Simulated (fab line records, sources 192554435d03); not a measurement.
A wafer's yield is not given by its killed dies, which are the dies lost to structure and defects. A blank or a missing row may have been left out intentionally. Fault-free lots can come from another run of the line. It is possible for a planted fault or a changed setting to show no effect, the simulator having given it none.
fab line records	flow n5-finfet
record lots=7	wafers=39
route steps=1938 shown PMOS_HMC_CHANNEL_EPI@74 DUMMY_GATE@228 SD_EPI_N@288 SD_EPI_P@321
start-h: the number of hours between the record's first day and the start of the first shown wafer of the lot	wait-h: hours from the lot's prior step to this one	" the same as in the row above	L1.1+2: several wafers, shown together as one row	- value missing, or start not given	* or withheld: withheld	< > ~ a bound
route shown NAME@n: a module of which the file shows steps, and the number in the route of the first	usual: the fault-free wafers' mean and standard deviation	same: alike in all rows	chamber/n: place in a boat	sites: the reading at each site	_std_site: their standard deviation	_edge_site: mean of outer sites minus mean of inner sites	radius-mm: how far each site lies from the wafer's centre	mask NAME#n: copy n	behind: tool/chamber where the wafer was last shaped	hold: reason for holding the lot/hours on hold/outcome of the hold	device: names the non-switching transistor (n, p or np)	end of line: the route-end tests of the same wafers	a step without rows: its recipe alone	killed: count of dies lost to structure and defects at first sort (not the wafer's yield)	map: dies across one wafer; x = killed, . = not, _ = none there
set.NAME: the setting the step ran with; set.NAME@STEP: the setting that earlier step ran with	model.NAME: the simulator's own value behind a step, which no gauge read
lots whose settings were changed on purpose; a table a step, a row a wafer
## steps
# step N5_PMOS_HMC_CHANNEL_EPI_FIN_RECESS_16
# recipe chemistry=HBr/Cl2	target=Si	mask-material=SiO2	target-depth-a=540	time-s=18	pressure-mtorr=10	icp-w=800	bias-w=75	HBr_flow_sccm=150	Cl2_flow_sccm=80
lot.wafer	tool	chamber	start-h	wait-h	set.time-s	model.etch.depth-nm	model.PMOS_HMC_CHANNEL_EPI.feature-depth-nm
L083.1	rie-si-02	1	72.02	0.0	18.58	56.22	56.22
L083.2	"	2	"	"	18.58	55.51	55.51
L083.3	"	0	"	"	18	54.18	54.18
L083.4	"	1	"	"	18	54.82	54.82
L083.5	"	0	"	"	18.58	56.27	56.27
L083.6	"	2	"	"	18	53.46	53.46
L085.1	rie-si-06	3	84.29	0.0	18.46	55.66	55.66
L085.2	"	0	"	"	18	53.92	53.92
L085.3	"	1	"	"	18	53.94	53.94
L085.4	"	2	"	"	18	53.82	53.82
L085.5	"	1	"	"	18.46	55.19	55.19
L085.6	"	0	"	"	18.46	55.53	55.53
L088.1	rie-si-06	2	101.77	0.0	18	53.87	53.87
L088.2	"	0	"	"	17.53	52.7	52.7
L088.3	"	3	"	"	17.53	53.32	53.32
L088.4	"	1	"	"	18	54.39	54.39
L088.5	"	1	"	"	17.53	52.76	52.76
L088.6	"	2	"	"	18	53.75	53.75
L089.1	rie-si-02	1	107.99	0.0	18	54.45	54.45
L089.2	"	0	"	"	16.62	49.64	49.64
L089.3	"	3	"	"	16.62	49.5	49.5
L089.4	"	2	"	"	18	53.54	53.54
L089.5	"	1	"	"	16.62	49.87	49.87
L089.6	"	0	"	"	18	53.92	53.92
L090.1	rie-si-06	2	114.27	0.0	18	53.85	53.85
L090.2	"	0	"	"	18	53.77	53.77
L090.6	"	2	"	"	18	53.93	53.93
L092.1	rie-si-05	1	125.67	0.0	18	55.05	55.05
L092.2	"	0	"	"	18	54.84	54.84
L092.3	"	2	"	"	18	54	54
L092.4	"	3	"	"	18	54.14	54.14
L092.5	"	0	"	"	18	54.55	54.55
L092.6	"	1	"	"	18	54.48	54.48
L096.1	rie-si-02	0	150.77	0.0	18.8	55.61	55.61
L096.2	"	1	"	"	18	54.34	54.34
L096.3	"	2	"	"	18	52.83	52.83
L096.4	"	3	"	"	18.8	56.73	56.73
L096.5	"	3	"	"	18.8	56.5	56.5
L096.6	"	0	"	"	18	53.9	53.9
# step N5_PMOS_HMC_CHANNEL_EPI_PRECLEAN_36
# recipe chemistry=O3/DIW	time-s=45	temp-c=22	o3-ppm=10
# step N5_PMOS_HMC_CHANNEL_EPI_PRECLEAN_18
# recipe chemistry=DHF	time-s=30	temp-c=25	dilution=withheld
# step N5_PMOS_HMC_CHANNEL_EPI_SRD_39
# recipe dry=ipa-marangoni	time-s=30	temp-c=23	rinse-liquid=diw
# step N5_PMOS_HMC_CHANNEL_EPI_CMP_21
# recipe material=SiGe30	post-cmp-clean=alkaline-brush	target-thk-nm=54
# step N5_PMOS_HMC_CHANNEL_EPI_THK_MEAS_22
# recipe reads=SiGe30_of_PMOS_HMC_CHANNEL_EPI_EPI_20
# usual HMC_CMP_THK=54.0/0.55
lot.wafer	tool	chamber	start-h	wait-h	set.time-s@PMOS_HMC_CHANNEL_EPI_FIN_RECESS_16	HMC_CMP_THK[nm]
L083.1	film-metro-02	-	73.82	-	18.58	56.4
L083.2	"	-	"	"	18.58	55.8
L083.3	"	-	"	"	18	54.3
L083.4	"	-	"	"	18	54.9
L083.5	"	-	"	"	18.58	56.3
L083.6	"	-	"	"	18	53.5
L085.1	film-metro-01	-	86.12	-	18.46	55.8
L085.2	"	-	"	"	18	53.9
L085.3	"	-	"	"	18	54.1
L085.4	"	-	"	"	18	54.0
L085.5	"	-	"	"	18.46	55.3
L085.6	"	-	"	"	18.46	55.6
L088.1	film-metro-01	-	103.99	-	18	54.0
L088.2	"	-	"	"	17.53	52.8
L088.3	"	-	"	"	17.53	53.4
L088.4	"	-	"	"	18	54.5
L088.5	"	-	"	"	17.53	52.9
L088.6	"	-	"	"	18	54.0
L089.1	film-metro-01	-	109.80	-	18	54.5
L089.2	"	-	"	"	16.62	49.8
L089.3	"	-	"	"	16.62	49.7
L089.4	"	-	"	"	18	53.6
L089.5	"	-	"	"	16.62	50.0
L089.6	"	-	"	"	18	54.0
L090.1	film-metro-02	-	116.07	-	18	54.0
L090.2	"	-	"	"	18	53.8
L090.6	"	-	"	"	18	53.9
L092.1	film-metro-01	-	127.48	-	18	55.2
L092.2	"	-	"	"	18	54.9
L092.3	"	-	"	"	18	54.1
L092.4	"	-	"	"	18	54.3
L092.5	"	-	"	"	18	54.6
L092.6	"	-	"	"	18	54.6
L096.1	film-metro-01	-	152.98	-	18.8	55.6
L096.2	"	-	"	"	18	54.5
L096.3	"	-	"	"	18	52.7
L096.4	"	-	"	"	18.8	56.6
L096.5	"	-	"	"	18.8	56.5
L096.6	"	-	"	"	18	53.9
# step N5_DUMMY_GATE_EXPOSE_12
# recipe mask-id=GATE	na=0.33	source-shape=annular	sigma-inner=0.2	sigma-outer=0.6	polarization=unpolarized	target-cd-nm=25	dose-mj=34
lot.wafer	tool	chamber	start-h	wait-h	mask	set.dose-mj
L083.1+3+5	euv-scanner-01	0	100.78	-	GATE#0	35.77
L083.2+4+6	"	0	"	"	GATE#0	34
L085.1+3+5	euv-scanner-01	0	113.92	-	GATE#0	34
L085.2+4+6	"	0	"	"	GATE#0	32.57
L088.1+2+3+4+5+6	euv-scanner-01	0	129.60	-	GATE#0	34
L089.1+2+4	euv-scanner-01	0	137.14	-	GATE#0	35.96
L089.3+5+6	"	0	"	"	GATE#0	34
L090.1+2+6	euv-scanner-02	0	141.99	-	GATE#0	34
L092.1+2+3+4+5+6	euv-scanner-02	0	158.63	-	GATE#0	34
L096.1+2+6	euv-scanner-02	0	180.80	-	GATE#0	32.99
L096.3+4+5	"	0	"	"	GATE#0	34
# step N5_DUMMY_GATE_PEB_13
# recipe peb-temp-c=100	peb-time-s=60	resist=CAR-EUV
# step N5_DUMMY_GATE_DEVELOP_14
# recipe develop-time-s=30	developer=TMAH	resist=CAR-EUV	rinse-liquid=surfactant-rinse	dry=air-spin	dev-temp-c=23
# step N5_DUMMY_GATE_CD_MEAS_15
# recipe target-cd-nm=25.8	landing-energy-ev=500	detector=se-inlens
# usual cd-nm=24.98/0.25
lot.wafer	tool	chamber	start-h	wait-h	set.dose-mj@DUMMY_GATE_EXPOSE_12	cd-nm
L083.1	cd-sem-03	0	100.90	-	35.77	23.82
L083.2	"	0	"	"	34	25.07
L083.3	"	0	"	"	35.77	24.18
L083.4	"	0	"	"	34	25.06
L083.5	"	0	"	"	35.77	23.82
L083.6	"	0	"	"	34	25.02
L085.1	cd-sem-03	0	114.05	-	34	25.19
L085.2	"	0	"	"	32.57	26.27
L085.3	"	0	"	"	34	25.39
L085.4	"	0	"	"	32.57	25.84
L085.5	"	0	"	"	34	25.32
L085.6	"	0	"	"	32.57	26.06
L088.1	cd-sem-03	0	129.73	-	34	24.65
L088.2	"	0	"	"	34	25.05
L088.3	"	0	"	"	34	24.71
L088.4	"	0	"	"	34	24.71
L088.5	"	0	"	"	34	24.86
L088.6	"	0	"	"	34	24.64
L089.1	cd-sem-02	0	137.27	-	35.96	24.46
L089.2	"	0	"	"	35.96	24.25
L089.3	"	0	"	"	34	25.32
L089.4	"	0	"	"	35.96	23.76
L089.5	"	0	"	"	34	24.67
L089.6	"	0	"	"	34	25.01
L090.1	cd-sem-03	0	142.11	-	34	24.69
L090.2	"	0	"	"	34	24.91
L090.6	"	0	"	"	34	24.90
L092.1	cd-sem-02	0	158.76	-	34	24.93
L092.2	"	0	"	"	34	25.14
L092.3	"	0	"	"	34	25.02
L092.4	"	0	"	"	34	25.33
L092.5	"	0	"	"	34	24.95
L092.6	"	0	"	"	34	24.96
L096.1	cd-sem-03	0	180.92	-	32.99	25.50
L096.2	"	0	"	"	32.99	25.10
L096.3	"	0	"	"	34	25.15
L096.4	"	0	"	"	34	25.09
L096.5	"	0	"	"	34	25.29
L096.6	"	0	"	"	32.99	25.58
# step N5_DUMMY_GATE_STRIP_38
# recipe chemistry=N2/H2	temp-c=40	n2-flow-sccm=200	h2-flow-sccm=200	rf-frequency-hz=6e+07
# step N5_DUMMY_GATE_STRIP_39
# recipe chemistry=N2/H2	temp-c=40	n2-flow-sccm=200	h2-flow-sccm=200	rf-frequency-hz=6e+07
# step N5_DUMMY_GATE_TRIM_49
# recipe chemistry=O2	resist=SOC	time-s=29	target-cd-nm=14	source-power-w=300	bias-power-w=0	O2_flow_sccm=100	temp-c=20
lot.wafer	tool	chamber	start-h	wait-h	set.dose-mj@DUMMY_GATE_EXPOSE_12	model.DUMMY_GATE.cd-nm
L083.1	rie-si-02	0	101.26	0.0	35.77	13.2
L083.2	"	3	"	"	34	14.2
L083.3+5	"	2,3	"	"	35.77	13.4
L083.4	"	1	"	"	34	14
L083.6	"	2	"	"	34	14.6
L085.1+3	rie-si-02	3,1	114.41	0.0	34	14
L085.2	"	2	"	"	32.57	15.2
L085.4	"	0	"	"	32.57	14.8
L085.5	"	1	"	"	34	13.8
L085.6	"	0	"	"	32.57	15
L088.1+6	rie-si-05	1,2	130.09	0.0	34	14
L088.2+3+4	"	2,0,3	"	"	34	13.6
L088.5	"	1	"	"	34	13.8
L089.1+2	rie-si-06	0,3	137.92	0.0	35.96	13.2
L089.3+5	"	2,1	"	"	34	14.4
L089.4	"	1	"	"	35.96	12.8
L089.6	"	2	"	"	34	14.6
L090.1+2	rie-si-02	2,0	142.47	0.0	34	14
L090.6	"	2	"	"	34	14.2
L092.1	rie-si-06	1	159.54	0.0	34	13.8
L092.2+6	"	2	"	"	34	14.4
L092.3+5	"	0,1	"	"	34	14.2
L092.4	"	0	"	"	34	14
L096.1+6	rie-si-02	2,0	181.40	0.0	32.99	14.4
L096.2	"	3	"	"	32.99	14.6
L096.3+4	"	0,1	"	"	34	13.4
L096.5	"	3	"	"	34	13.8
# step N5_DUMMY_GATE_ETCH_32
# recipe chemistry=CF4	target=SiO2	target-depth-a=35	time-s=3.9	ion-energy-ev=350	pressure-mtorr=10	icp-w=800	bias-w=400	cf4-flow-sccm=80
lot.wafer	tool	chamber	start-h	wait-h	set.time-s	model.etch.depth-nm
L083.1	rie-si-05	0	101.70	0.1	3.9	3.544
L083.2+5	"	3,1	"	"	3.9	3.5
L083.3	"	1	"	"	3.9	3.534
L083.4	"	2	"	"	3.9	3.471
L083.6	"	0	"	"	3.9	3.553
L085.1	rie-si-05	3	114.86	0.1	3.9	3.485
L085.2	"	2	"	"	3.9	3.498
L085.3	"	1	"	"	4.25	3.846
L085.4	"	0	"	"	4.25	3.888
L085.5	"	3	"	"	3.9	3.514
L085.6	"	2	"	"	4.25	3.812
L088.1	rie-si-06	0	130.53	0.1	3.9	3.42
L088.2	"	1	"	"	3.507	3.101
L088.3	"	2	"	"	3.9	3.436
L088.4	"	3	"	"	3.9	3.498
L088.5	"	0	"	"	3.507	3.098
L088.6	"	1	"	"	3.507	3.09
L089.1	rie-si-05	1	138.36	0.1	3.9	3.578
L089.2	"	0	"	"	4.229	3.945
L089.3	"	3	"	"	3.9	3.546
L089.4	"	2	"	"	4.229	3.849
L089.5	"	0	"	"	4.229	3.906
L089.6	"	1	"	"	3.9	3.602
L090.1	rie-si-02	0	142.92	0.1	3.9	3.513
L090.2	"	1	"	"	3.9	3.565
L090.6	"	1	"	"	3.9	3.539
L092.1	rie-si-02	3	160.19	0.1	4.732	4.268
L092.2	"	2	"	"	3.9	3.384
L092.3	"	0	"	"	3.9	3.464
L092.4	"	1	"	"	3.9	3.544
L092.5	"	2	"	"	4.732	4.135
L092.6	"	3	"	"	4.732	4.274
L096.1	rie-si-06	0	181.85	0.1	3.9	3.493
L096.2	"	2	"	"	3.9	3.494
L096.3	"	1	"	"	3.9	3.475
L096.4	"	3	"	"	3.9	3.553
L096.5	"	0	"	"	3.9	3.473
L096.6	"	1	"	"	3.9	3.495
# step N5_DUMMY_GATE_ETCH_23
# recipe chemistry=HBr/Cl2/O2	HBr_flow_sccm=150	Cl2_flow_sccm=80	O2_flow_sccm=12	bias-w=102	target-depth-a=410	time-s=22.3	target=poly-Si	mask-material=SiO2	pressure-mtorr=10	icp-w=800
# step N5_DUMMY_GATE_ETCH_44
# recipe chemistry=HBr/O2	over-etch-frac=0.7	target-depth-a=1275	stop-on=SiO2	ion-energy-ev=60	bias-w=20	target=poly-Si	mask-material=SiO2	pressure-mtorr=20	icp-w=400	HBr_flow_sccm=120	O2_flow_sccm=10
lot.wafer	tool	chamber	start-h	wait-h	set.dose-mj@DUMMY_GATE_EXPOSE_12	model.DUMMY_GATE.cd-nm
L083.1+3	rie-si-05	0,1	101.79	0.0	35.77	14.2
L083.2	"	3	"	"	34	15.4
L083.4	"	2	"	"	34	14.8
L083.5	"	1	"	"	35.77	14.4
L083.6	"	0	"	"	34	15.6
L085.1	rie-si-05	3	114.95	0.0	34	15.4
L085.2	"	2	"	"	32.57	16.2
L085.3+5	"	1,3	"	"	34	15
L085.4+6	"	0,2	"	"	32.57	16
L088.1+5+6	rie-si-06	0,0,1	130.62	0.0	34	15
L088.2	"	1	"	"	34	14.8
L088.3	"	2	"	"	34	14.6
L088.4	"	3	"	"	34	14.4
L089.1+2	rie-si-05	1,0	138.45	0.0	35.96	14.2
L089.3+6	"	3,1	"	"	34	15.6
L089.4	"	2	"	"	35.96	13.8
L089.5	"	0	"	"	34	15.4
L090.1	rie-si-02	0	143.00	0.0	34	14.8
L090.2+6	"	1	"	"	34	15.2
L092.1	rie-si-02	3	160.28	0.0	34	14.4
L092.2	"	2	"	"	34	15.4
L092.3+5	"	0,2	"	"	34	15.2
L092.4+6	"	1,3	"	"	34	15
L096.1	rie-si-06	0	181.94	0.0	32.99	15.4
L096.2+6	"	2,1	"	"	32.99	15.6
L096.3+4+5	"	1,3,0	"	"	34	14.4
# step N5_DUMMY_GATE_CD_MEAS_24
# recipe target-cd-nm=15
# usual cd-nm=15.1/0.31
lot.wafer	tool	chamber	start-h	wait-h	set.dose-mj@DUMMY_GATE_EXPOSE_12	cd-nm
L083.1	cd-sem-03	-	101.90	0.1	35.77	13.9
L083.2	"	-	"	"	34	15.3
L083.3	"	-	"	"	35.77	14.2
L083.4	"	-	"	"	34	15.0
L083.5	"	-	"	"	35.77	14.6
L083.6	"	-	"	"	34	15.6
L085.1	cd-sem-02	-	115.06	0.1	34	15.4
L085.2	"	-	"	"	32.57	16.5
L085.3	"	-	"	"	34	14.6
L085.4	"	-	"	"	32.57	15.8
L085.5	"	-	"	"	34	14.8
L085.6	"	-	"	"	32.57	15.7
L088.1	cd-sem-02	-	130.73	0.1	34	15.4
L088.2	"	-	"	"	34	14.6
L088.3	"	-	"	"	34	14.7
L088.4	"	-	"	"	34	14.6
L088.5	"	-	"	"	34	15.5
L088.6	"	-	"	"	34	15.0
L089.1	cd-sem-02	-	138.56	0.1	35.96	14.3
L089.2	"	-	"	"	35.96	14.1
L089.3	"	-	"	"	34	15.9
L089.4	"	-	"	"	35.96	13.8
L089.5	"	-	"	"	34	15.2
L089.6	"	-	"	"	34	15.4
L090.1	cd-sem-03	-	143.11	0.1	34	15.1
L090.2	"	-	"	"	34	15.4
L090.6	"	-	"	"	34	15.3
L092.1	cd-sem-03	-	160.39	0.1	34	14.8
L092.2	"	-	"	"	34	15.4
L092.3	"	-	"	"	34	15.3
L092.4	"	-	"	"	34	15.1
L092.5	"	-	"	"	34	15.1
L092.6	"	-	"	"	34	14.9
L096.1	cd-sem-02	-	182.05	0.1	32.99	15.4
L096.2	"	-	"	"	32.99	15.6
L096.3	"	-	"	"	34	15.0
L096.4	"	-	"	"	34	14.4
L096.5	"	-	"	"	34	14.7
L096.6	"	-	"	"	32.99	15.5
# step N5_DUMMY_GATE_ETCH_42
# recipe chemistry=CHF3/O2	target=SiO2	target-depth-a=35	time-s=31	ion-energy-ev=30	bias-w=12	pressure-mtorr=30	source-w=600	Ar_flow_sccm=200	CHF3_flow_sccm=50	O2_flow_sccm=5
# usual rf-vpp-V=42.4/0.79
lot.wafer	tool	chamber	start-h	wait-h	set.bias-w	rf-vpp-V
L083.1	rie-diel-03	2	101.95	0.0	14	46.9
L083.2	"	1	"	"	12	42.7
L083.3	"	0	"	"	12	41.7
L083.4	"	3	"	"	14	47.5
L083.5	"	2	"	"	14	47.2
L083.6	"	3	"	"	12	41.1
L085.1	rie-diel-05	1	115.37	0.3	12	40.9
L085.2	"	3	"	"	12	41.4
L085.3	"	3	"	"	12	42.2
L085.4	"	1	"	"	12	42.5
L085.5	"	1	"	"	12	43.4
L085.6	"	3	"	"	12	43.4
L088.1	rie-diel-01	2	130.95	0.2	10.45	39.3
L088.2	"	0	"	"	12	42.2
L088.3	"	3	"	"	12	42.8
L088.4	"	1	"	"	10.45	39.0
L088.5	"	3	"	"	10.45	38.2
L088.6	"	2	"	"	12	42.7
L089.1	rie-diel-03	2	138.61	0.0	12	42.8
L089.2	"	1	"	"	12	42.7
L089.3	"	3	"	"	12	42.5
L089.4	"	0	"	"	12	41.3
L089.5	"	1	"	"	12	43.0
L089.6	"	0	"	"	12	43.4
L090.1	rie-diel-05	3	143.16	0.0	12	42.9
L090.2	"	1	"	"	12	42.2
L090.6	"	1	"	"	12	41.0
L092.1	rie-diel-03	2	160.44	0.0	12	41.6
L092.2	"	1	"	"	12	42.9
L092.3	"	3	"	"	12	42.2
L092.4	"	0	"	"	12	43.0
L092.5	"	2	"	"	12	41.3
L092.6	"	3	"	"	12	42.6
L096.1	rie-diel-05	1	182.09	0.0	12	41.3
L096.2	"	3	"	"	12	43.5
L096.3	"	2	"	"	13.27	45.4
L096.4	"	0	"	"	13.27	45.1
L096.5	"	1	"	"	12	42.5
L096.6	"	0	"	"	13.27	44.7
# step N5_SD_EPI_N_EPI_21
# recipe material=Si:P	dopant=P	temp-c=680	pressure-torr=255	time-s=690
lot.wafer	tool	chamber	start-h	wait-h	set.pressure-torr	model.Si-P_of_SD_EPI_N_EPI_21.thk-nm
L083.1+3+6	epi-rpcvd-01	0	105.26	0.2	284.8	60.6
L083.2+4	"	0	"	"	284.8	60.8
L083.5	"	0	106.75	1.5	284.8	60.2
L085.1	epi-rpcvd-01	0	118.48	0.1	216.8	54.8
L085.2	"	0	"	"	216.8	55.2
L085.3+4+5+6	"	0	"	"	216.8	55.6
L088.1	epi-rpcvd-02	0	133.89	0.1	255	59.6
L088.2	"	0	"	"	255	59.2
L088.3	"	0	"	"	255	60.4
L088.4	"	0	"	"	255	59.4
L088.5+6	"	0	"	"	255	60
L089.1+2	epi-rpcvd-02	0	141.92	0.1	213.2	55
L089.3	"	0	"	"	213.2	55.6
L089.4	"	0	"	"	213.2	55.8
L089.5	"	0	"	"	213.2	54.6
L089.6	"	0	"	"	213.2	55.4
L090.1+2	epi-rpcvd-02	0	146.72	0.1	255	59.6
L090.6	"	0	148.12	1.4	255	59.8
L092.1+3+5+6	epi-rpcvd-01	0	164.56	0.2	229.2	56.8
L092.2	"	0	"	"	229.2	57.2
L092.4	"	0	"	"	229.2	56.2
L096.1	epi-rpcvd-01	0	185.93	0.2	298.8	63.4
L096.2+4	"	0	"	"	298.8	63.2
L096.3	"	0	"	"	298.8	62
L096.5+6	"	0	"	"	298.8	62.8
# step N5_SD_EPI_N_EPI_MEAS_23
# recipe mode=xrd
# usual thk-nm=59.1/1.1
lot.wafer	tool	chamber	start-h	wait-h	set.pressure-torr@SD_EPI_N_EPI_21	thk-nm
L083.1	film-metro-01	-	107.53	1.9	284.8	61.4
L083.2	"	-	"	"	284.8	61.9
L083.3	"	-	"	"	284.8	62.6
L083.4	"	-	"	"	284.8	61.5
L083.5	"	-	"	"	284.8	60.5
L083.6	"	-	"	"	284.8	60.6
L085.1	film-metro-01	-	120.19	1.4	216.8	54.5
L085.2	"	-	"	"	216.8	55.2
L085.3	"	-	"	"	216.8	55.4
L085.4	"	-	"	"	216.8	56.9
L085.5	"	-	"	"	216.8	56.1
L085.6	"	-	"	"	216.8	54.8
L088.1	film-metro-02	-	135.61	1.4	255	59.4
L088.2	"	-	"	"	255	58.7
L088.3	"	-	"	"	255	60.9
L088.4	"	-	"	"	255	57.4
L088.5	"	-	"	"	255	59.1
L088.6	"	-	"	"	255	60.2
L089.1	film-metro-02	-	143.64	1.4	213.2	54.9
L089.2	"	-	"	"	213.2	55.9
L089.3	"	-	"	"	213.2	54.5
L089.4	"	-	"	"	213.2	55.1
L089.5	"	-	"	"	213.2	54.5
L089.6	"	-	"	"	213.2	54.4
L090.1	film-metro-01	-	148.43	1.4	255	58.9
L090.2	"	-	"	"	255	59.3
L090.6	"	-	"	"	255	59.6
L092.1	film-metro-01	-	166.84	1.9	229.2	56.6
L092.2	"	-	"	"	229.2	57.0
L092.3	"	-	"	"	229.2	56.6
L092.4	"	-	"	"	229.2	55.6
L092.5	"	-	"	"	229.2	56.0
L092.6	"	-	"	"	229.2	56.1
L096.1	film-metro-02	-	188.20	1.9	298.8	62.8
L096.2	"	-	"	"	298.8	64.8
L096.3	"	-	"	"	298.8	64.0
L096.4	"	-	"	"	298.8	64.9
L096.5	"	-	"	"	298.8	64.9
L096.6	"	-	"	"	298.8	61.9
# step N5_SD_EPI_N_PRECLEAN_24
# recipe chemistry=O3/DIW	time-s=60	temp-c=22	o3-ppm=10
# step N5_SD_EPI_N_SRD_25
# recipe time-s=30	temp-c=23	rinse-liquid=diw	dry=ipa-marangoni
# step N5_SD_EPI_P_EPI_21
# recipe material=SiGe:B	dopant=B	temp-c=550	pressure-torr=20	ambient=H2	time-s=355
# step N5_SD_EPI_P_HM_STRIP_48
# recipe chemistry=H3PO4	temp-c=160	material=SiNx	target=SiNx	target-depth-a=30	overetch-fraction=0.3
lot.wafer	tool	chamber	start-h	wait-h	set.pressure-torr@SD_EPI_N_EPI_21	model.Si-P_of_SD_EPI_N_EPI_21.thk-nm
L083.1+2+3+6	wet-bench-02	5,6,0,4	112.04	0.0	284.8	60
L083.4	"	7	"	"	284.8	60.2
L083.5	"	1	"	"	284.8	59.6
L085.1	wet-bench-02	3	125.51	0.0	216.8	54.2
L085.2	"	5	"	"	216.8	54.6
L085.3+4+5+6	"	6,7,0,4	"	"	216.8	55
L088.1	wet-bench-04	7	140.66	0.0	255	59
L088.2	"	1	"	"	255	58.4
L088.3	"	5	"	"	255	59.8
L088.4	"	2	"	"	255	58.8
L088.5	"	0	"	"	255	59.4
L088.6	"	6	"	"	255	59.2
L089.1+2	wet-bench-02	4,7	148.46	0.0	213.2	54.4
L089.3	"	6	"	"	213.2	55
L089.4	"	5	"	"	213.2	55.2
L089.5	"	1	"	"	213.2	54
L089.6	"	0	"	"	213.2	54.8
L090.1+2	wet-bench-03	2,3	154.73	0.0	255	59
L090.6	"	7	"	"	255	59.2
L092.1+3+5+6	wet-bench-04	7,0,1,6	171.66	0.0	229.2	56.2
L092.2	"	2	"	"	229.2	56.6
L092.4	"	3	"	"	229.2	55.6
L096.1+4	wet-bench-03	4,6	193.54	0.0	298.8	62.6
L096.2	"	2	"	"	298.8	62.4
L096.3	"	5	"	"	298.8	61.4
L096.5+6	"	3,7	"	"	298.8	62
## key
split step=N5_PMOS_HMC_CHANNEL_EPI_FIN_RECESS_16	setting=time-s	stated=18	by=wafer
response step=N5_PMOS_HMC_CHANNEL_EPI_FIN_RECESS_16	reading=model.etch.depth-nm	change=+0.56	per=1%	r=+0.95
response step=N5_PMOS_HMC_CHANNEL_EPI_FIN_RECESS_16	reading=model.PMOS_HMC_CHANNEL_EPI.feature-depth-nm	change=+0.56	per=1%	r=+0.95
response step=N5_PMOS_HMC_CHANNEL_EPI_THK_MEAS_22	reading=HMC_CMP_THK	change=+0.556	per=1%	r=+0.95
split step=N5_DUMMY_GATE_EXPOSE_12	setting=dose-mj	stated=34	by=wafer
response step=N5_DUMMY_GATE_CD_MEAS_15	reading=cd-nm	change=-0.167	per=1%	r=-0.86
response step=N5_DUMMY_GATE_TRIM_49	reading=model.DUMMY_GATE.cd-nm	change=-0.232	per=1%	r=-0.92
response step=N5_DUMMY_GATE_ETCH_44	reading=model.DUMMY_GATE.cd-nm	change=-0.241	per=1%	r=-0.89
response step=N5_DUMMY_GATE_CD_MEAS_24	reading=cd-nm	change=-0.241	per=1%	r=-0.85
split step=N5_DUMMY_GATE_ETCH_32	setting=time-s	stated=3.9	by=wafer
response step=N5_DUMMY_GATE_ETCH_32	reading=model.etch.depth-nm	change=+0.0363	per=1%	r=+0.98
split step=N5_DUMMY_GATE_ETCH_42	setting=bias-w	stated=12	by=wafer
response step=N5_DUMMY_GATE_ETCH_42	reading=rf-vpp-V	change=+0.297	per=1%	r=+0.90
split step=N5_SD_EPI_N_EPI_21	setting=pressure-torr	stated=255	by=lot
response step=N5_SD_EPI_N_EPI_21	reading=model.Si-P_of_SD_EPI_N_EPI_21.thk-nm	change=+0.218	per=1%	r=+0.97
response step=N5_SD_EPI_N_EPI_MEAS_23	reading=thk-nm	change=*	per=1%	r=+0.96
response step=N5_SD_EPI_P_HM_STRIP_48	reading=model.Si-P_of_SD_EPI_N_EPI_21.thk-nm	change=+0.214	per=1%	r=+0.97
